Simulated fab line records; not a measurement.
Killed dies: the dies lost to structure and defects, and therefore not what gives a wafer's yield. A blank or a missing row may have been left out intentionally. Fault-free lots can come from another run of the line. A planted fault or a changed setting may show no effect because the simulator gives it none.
What tool caused it? | flow nandHarc | 13 lots, 39 wafers sampled, at 1 step of a route of 1302

## WHAT THE GAUGES READ, wafer by wafer
NHARC_A_CHANNEL_FILL_D2_INSPECT_13. Usual: rawDefectCount at 382, with a standard deviation of 120.
lot  | measured     | on               | rawDefectCount | flag
L376 | day 15 12:43 | defectInspect-02 | 259 363 412    | 
L377 | day 15 12:45 | defectInspect-01 | 353 292 299    | 
L380 | day 16 23:14 | defectInspect-02 | 402 335 372    | 
L379 | day 17 05:29 | defectInspect-01 | 456 312 435    | 
L382 | day 17 20:32 | defectInspect-01 | 324 440 534    | 
L389 | day 21 20:30 | defectInspect-02 | 535 561 534    | 
L391 | day 21 23:50 | defectInspect-01 | 437 514 554    | 
L390 | day 21 23:53 | defectInspect-02 | 411 401 426    | 
L392 | day 22 16:14 | defectInspect-01 | 320 385 478    | 
L393 | day 22 16:14 | defectInspect-02 | 336 223 301    | 
L394 | day 23 07:41 | defectInspect-02 | 378 309 636    | 
L395 | day 23 11:50 | defectInspect-01 | 309 312 376    | 
L397 | day 24 18:31 | defectInspect-01 | 269 586 263    | 

## EACH LOT AND THE TOOL THAT RAN IT (in order: tool; ch and the chambers of the sampled wafers; start)
The record holds no process step before these readings.

## AS READ BY THE TOOLS THEMSELVES (means over the sampled wafers that have a number; for cases with no such wafer, the mark the record gives instead)
The record holds no such reading with a usual standard deviation.

## THE ANSWER, worked out from the rows above alone
Rule: lot off if the mean of its wafers having a number is beyond 3 standard deviations from the usual mean. Also off: a lot with no number at a reading for which 4 or more lots have one. All remaining lots with rows at the step are treated as sound. After the gauges, taken in route order, come the tools' own readings; for these a lot's mean is taken, as printed above. At the first step where some lot is off, the reading lying furthest off is the one used; lots without a number count as furthest.
No lot is off at any reading shown: from this, nothing can be told.

## WHAT THE SIMULATOR HAD INSERTED
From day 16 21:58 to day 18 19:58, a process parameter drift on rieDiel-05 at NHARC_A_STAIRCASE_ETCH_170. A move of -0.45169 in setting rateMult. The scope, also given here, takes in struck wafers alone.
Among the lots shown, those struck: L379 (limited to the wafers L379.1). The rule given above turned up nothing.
